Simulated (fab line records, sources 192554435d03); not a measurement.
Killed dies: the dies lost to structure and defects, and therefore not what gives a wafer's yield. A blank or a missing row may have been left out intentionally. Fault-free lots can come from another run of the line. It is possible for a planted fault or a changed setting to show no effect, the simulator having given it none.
Chamber matching | flow n5 finfet | N5_GATE_CUT_CMP_23 on cmp-01 has 4 sister chambers
The step polishes, stops on SiO2, t overpolish 23.4 s, target thk 16 nm. 20 wafers are shown with their chamber, then 10 later ones without.

== EACH WAFER AND ITS CHAMBER ==
wafer  | chamber | motor current A (A) | time to endpoint s (s) | overpolish run s (s)
L079.1 | 1       | 9.0                 | 16.2                   | 23.403
L079.3 | 2       | 8.5                 | 16.9                   | 23.389
L079.5 | 2       | 8.5                 | 17.0                   | 23.400
L081.2 | 1       | 9.0                 | 20.6                   | 23.397
L081.5 | 0       | 9.7                 | 22.2                   | 23.401
L081.6 | 1       | 9.6                 | 18.2                   | 23.397
L086.2 | 0       | 9.0                 | 21.7                   | 23.395
L086.3 | 3       | 9.2                 | 16.4                   | 23.416
L086.5 | 0       | 9.6                 | 22.0                   | 23.400
L087.3 | 3       | 8.9                 | 20.9                   | 23.404
L087.4 | 0       | 9.3                 | 22.9                   | 23.402
L087.5 | 2       | 8.1                 | 17.7                   | 23.384
L090.2 | 1       | 8.8                 | 20.5                   | 23.397
L090.5 | 3       | 8.3                 | 19.2                   | 23.406
L090.6 | 2       | 8.4                 | 20.6                   | 23.407
L091.1 | 2       | 8.4                 | 18.1                   | 23.399
L091.2 | 0       | 8.8                 | 20.8                   | 23.404
L091.6 | 3       | 8.8                 | 15.0                   | 23.400
L092.1 | 3       | 8.9                 | 18.7                   | 23.393
L092.3 | 1       | 9.0                 | 19.0                   | 23.410

SIGNATURES (averages over the wafers above)
reading            | chamber 0 | chamber 1 | chamber 2 | chamber 3 | scatter within a chamber
motor current A    | 9.280     | 9.080     | 8.380     | 8.820     | 0.305
time to endpoint s | 21.920    | 18.900    | 18.060    | 18.040    | 1.71
overpolish run s   | 23.40040  | 23.40080  | 23.39580  | 23.40380  | 0.00708
Rule: a wafer lies at a distance from a chamber equal to the root of the sum of squares, over the readings, of (its reading less the chamber's mean, divided by the reading's scatter). If the next closest chamber is less than 2 further off than the closest, the wafer can't be placed; otherwise it belongs to the closest. How the scatter is found: for the shown wafers, subtract from each reading the mean of its chamber, square and add these, divide the total by (wafers less chambers), then take the root.

== WAFERS MISSING THEIR CHAMBER ==
wafer  | motor current A (A) | time to endpoint s (s) | overpolish run s (s)
L092.4 | 8.7                 | 22.5                   | 23.400
L094.1 | 9.0                 | 21.8                   | 23.399
L094.2 | 8.6                 | 17.0                   | 23.396
L094.3 | 9.6                 | 15.5                   | 23.401
L095.2 | 8.8                 | 21.7                   | 23.398
L095.3 | 9.1                 | 17.7                   | 23.409
L095.5 | 7.8                 | 16.2                   | 23.397
L096.2 | 8.9                 | 21.0                   | 23.405
L096.4 | 9.3                 | 24.4                   | 23.395
L096.5 | 8.6                 | 19.2                   | 23.391

== EACH ONE'S CHAMBER ==
wafer  | from the rows above               | in truth
L092.4 | can't be placed: 0 or 1 or 3 or 2 | 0
L094.1 | can't be placed: 0 or 1 or 3      | 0
L094.2 | can't be placed: 2 or 3 or 1      | 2
L094.3 | can't be placed: 1 or 3 or 0 or 2 | 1
L095.2 | can't be placed: 0 or 1 or 3 or 2 | 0
L095.3 | can't be placed: 3 or 1 or 0 or 2 | 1
L095.5 | can't be placed: 2 or 3           | 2
L096.2 | can't be placed: 1 or 0 or 3 or 2 | 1
L096.4 | can't be placed: 0 or 1           | 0
L096.5 | can't be placed: 2 or 3 or 1 or 0 | 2
Correctly placed: 0 of 10. Can't be placed from these rows: 10 (the true chamber is among the candidates in 10). Number placed wrongly: 0.
